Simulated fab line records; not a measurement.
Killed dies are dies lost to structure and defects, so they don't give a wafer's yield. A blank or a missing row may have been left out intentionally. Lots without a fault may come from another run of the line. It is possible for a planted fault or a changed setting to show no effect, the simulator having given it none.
Which tool is to blame? || flow nandHarc || 24 lots, 72 wafers sampled, at 2 steps of a route of 1159

== WHAT THE GAUGES SHOWED, per wafer ==
NHARC_P_STI_CD_MEAS_09: the cd target is 200 nm. Usual: cdNm at 200.9 nm, with a standard deviation of 2.2.
{"lot": "L075", "measured": "day 2 14:40", "on": "cdSem-02", "cdNm (nm)": "200.5 198.3 199.0", "flag": ""}
{"lot": "L074", "measured": "day 2 14:50", "on": "cdSem-01", "cdNm (nm)": "204.1 201.2 205.6", "flag": ""}
{"lot": "L076", "measured": "day 3 04:29", "on": "cdSem-01", "cdNm (nm)": "197.9 202.5 200.6", "flag": ""}
{"lot": "L077", "measured": "day 3 04:40", "on": "cdSem-01", "cdNm (nm)": "201.2 202.3 198.9", "flag": ""}
{"lot": "L079", "measured": "day 3 14:34", "on": "cdSem-01", "cdNm (nm)": "200.9 202.9 202.8", "flag": ""}
{"lot": "L078", "measured": "day 3 14:44", "on": "cdSem-01", "cdNm (nm)": "200.9 202.9 200.5", "flag": ""}
{"lot": "L080", "measured": "day 4 00:34", "on": "cdSem-01", "cdNm (nm)": "202.1 203.0 203.8", "flag": ""}
{"lot": "L081", "measured": "day 4 04:58", "on": "cdSem-03", "cdNm (nm)": "203.4 201.0 202.5", "flag": ""}
{"lot": "L082", "measured": "day 4 10:55", "on": "cdSem-01", "cdNm (nm)": "197.6 200.5 197.6", "flag": ""}
{"lot": "L083", "measured": "day 4 16:47", "on": "cdSem-01", "cdNm (nm)": "200.0 203.2 202.4", "flag": ""}
{"lot": "L084", "measured": "day 4 23:26", "on": "cdSem-02", "cdNm (nm)": "199.8 198.5 199.7", "flag": ""}
{"lot": "L085", "measured": "day 5 05:42", "on": "cdSem-01", "cdNm (nm)": "197.2 198.3 198.9", "flag": ""}
{"lot": "L086", "measured": "day 5 10:56", "on": "cdSem-01", "cdNm (nm)": "203.9 200.2 201.6", "flag": ""}
{"lot": "L087", "measured": "day 5 20:41", "on": "cdSem-02", "cdNm (nm)": "200.7 203.6 198.6", "flag": ""}
{"lot": "L088", "measured": "day 6 01:35", "on": "cdSem-01", "cdNm (nm)": "196.8 199.0 199.2", "flag": ""}
{"lot": "L089", "measured": "day 6 01:45", "on": "cdSem-03", "cdNm (nm)": "202.0 201.7 201.9", "flag": ""}
{"lot": "L090", "measured": "day 6 10:41", "on": "cdSem-03", "cdNm (nm)": "201.1 204.9 202.3", "flag": ""}
{"lot": "L091", "measured": "day 6 18:08", "on": "cdSem-01", "cdNm (nm)": "202.3 200.8 201.0", "flag": ""}
{"lot": "L092", "measured": "day 6 22:51", "on": "cdSem-01", "cdNm (nm)": "202.5 202.3 198.9", "flag": ""}
{"lot": "L093", "measured": "day 7 05:10", "on": "cdSem-01", "cdNm (nm)": "204.1 204.0 202.5", "flag": ""}
{"lot": "L094", "measured": "day 7 10:44", "on": "cdSem-02", "cdNm (nm)": "201.1 198.1 199.4", "flag": ""}
{"lot": "L096", "measured": "day 7 19:41", "on": "cdSem-01", "cdNm (nm)": "200.5 198.9 204.4", "flag": ""}
{"lot": "L095", "measured": "day 7 19:42", "on": "cdSem-03", "cdNm (nm)": "202.8 203.2 202.9", "flag": ""}
{"lot": "L097", "measured": "day 8 07:37", "on": "cdSem-01", "cdNm (nm)": "199.7 200.7 202.6", "flag": ""}

NHARC_P_STI_OVL_MEAS_10. Usual: overlayXNm -1 nm, standard deviation 6.4; overlayYNm 0 nm, standard deviation 4.3.
{"lot": "L075", "measured": "day 2 14:45", "on": "overlay-01", "overlayXNm (nm)": "2 3 3", "overlayYNm (nm)": "-1 -1 -1", "flag": ""}
{"lot": "L074", "measured": "day 2 14:55", "on": "overlay-02", "overlayXNm (nm)": "4 5 5", "overlayYNm (nm)": "0 0 0", "flag": ""}
{"lot": "L076", "measured": "day 3 04:35", "on": "overlay-02", "overlayXNm (nm)": "-4 -3 -4", "overlayYNm (nm)": "-4 -5 -4", "flag": ""}
{"lot": "L077", "measured": "day 3 04:44", "on": "overlay-02", "overlayXNm (nm)": "6 5 5", "overlayYNm (nm)": "-1 0 -1", "flag": ""}
{"lot": "L079", "measured": "day 3 14:39", "on": "overlay-01", "overlayXNm (nm)": "1 0 2", "overlayYNm (nm)": "6 5 5", "flag": ""}
{"lot": "L078", "measured": "day 3 14:49", "on": "overlay-02", "overlayXNm (nm)": "-2 -1 -2", "overlayYNm (nm)": "11 11 11", "flag": ""}
{"lot": "L080", "measured": "day 4 00:40", "on": "overlay-01", "overlayXNm (nm)": "-4 -4 -4", "overlayYNm (nm)": "-2 -2 -2", "flag": ""}
{"lot": "L081", "measured": "day 4 05:04", "on": "overlay-02", "overlayXNm (nm)": "-4 -4 -4", "overlayYNm (nm)": "-1 -1 -2", "flag": ""}
{"lot": "L082", "measured": "day 4 11:00", "on": "overlay-01", "overlayXNm (nm)": "-17 -17 -17", "overlayYNm (nm)": "1 0 0", "flag": ""}
{"lot": "L083", "measured": "day 4 16:53", "on": "overlay-02", "overlayXNm (nm)": "-5 -5 -5", "overlayYNm (nm)": "7 6 7", "flag": ""}
{"lot": "L084", "measured": "day 4 23:31", "on": "overlay-01", "overlayXNm (nm)": "6 6 5", "overlayYNm (nm)": "0 1 1", "flag": ""}
{"lot": "L085", "measured": "day 5 05:47", "on": "overlay-01", "overlayXNm (nm)": "-7 -7 -7", "overlayYNm (nm)": "1 1 2", "flag": ""}
{"lot": "L086", "measured": "day 5 11:01", "on": "overlay-01", "overlayXNm (nm)": "-6 -5 -5", "overlayYNm (nm)": "-3 -3 -3", "flag": ""}
{"lot": "L087", "measured": "day 5 20:46", "on": "overlay-01", "overlayXNm (nm)": "10 10 10", "overlayYNm (nm)": "-1 -1 -1", "flag": ""}
{"lot": "L088", "measured": "day 6 01:41", "on": "overlay-02", "overlayXNm (nm)": "7 7 6", "overlayYNm (nm)": "5 6 5", "flag": ""}
{"lot": "L089", "measured": "day 6 01:50", "on": "overlay-02", "overlayXNm (nm)": "-2 -1 -1", "overlayYNm (nm)": "-5 -5 -5", "flag": ""}
{"lot": "L090", "measured": "day 6 10:47", "on": "overlay-01", "overlayXNm (nm)": "-9 -10 -10", "overlayYNm (nm)": "-4 -3 -3", "flag": ""}
{"lot": "L091", "measured": "day 6 18:14", "on": "overlay-01", "overlayXNm (nm)": "-10 -10 -10", "overlayYNm (nm)": "4 4 4", "flag": ""}
{"lot": "L092", "measured": "day 6 22:56", "on": "overlay-02", "overlayXNm (nm)": "-5 -5 -5", "overlayYNm (nm)": "-3 -3 -3", "flag": ""}
{"lot": "L093", "measured": "day 7 05:15", "on": "overlay-02", "overlayXNm (nm)": "-2 -2 -2", "overlayYNm (nm)": "3 3 3", "flag": ""}
{"lot": "L094", "measured": "day 7 10:49", "on": "overlay-01", "overlayXNm (nm)": "7 8 8", "overlayYNm (nm)": "0 1 0", "flag": ""}
{"lot": "L096", "measured": "day 7 19:46", "on": "overlay-01", "overlayXNm (nm)": "-2 -3 -2", "overlayYNm (nm)": "7 8 7", "flag": ""}
{"lot": "L095", "measured": "day 7 19:47", "on": "overlay-02", "overlayXNm (nm)": "-4 -4 -3", "overlayYNm (nm)": "-4 -5 -4", "flag": ""}
{"lot": "L097", "measured": "day 8 07:41", "on": "overlay-02", "overlayXNm (nm)": "7 7 7", "overlayYNm (nm)": "-5 -6 -5", "flag": ""}

== EACH LOT AND THE TOOL THAT RAN IT (in order: tool; ch and the chambers of the sampled wafers; start) ==
The record shows no process step preceding these readings.

== AS READ BY THE TOOLS THEMSELVES (means over the sampled wafers that have a number; for cases with no such wafer, the mark the record gives instead) ==
The record holds no such reading with a usual standard deviation.

== THE ANSWER, worked out from the rows above alone ==
Rule: a lot is off if the mean of its wafers that have a number lies more than 3 standard deviations from the usual mean. A lot without any number at a reading at which 4 lots or more have one is off too. Where the step has rows for the other lots, those lots are counted as sound. Order of review: gauges by route order, followed by the tools' own readings, for which a lot's mean as printed above is used. At the first step where some lot is off, the reading lying furthest off is the one used; lots without a number count as furthest.
No lot is off on any of the readings shown, so nothing can be concluded from this.

== WHAT WAS PUT IN BY THE SIMULATOR ==
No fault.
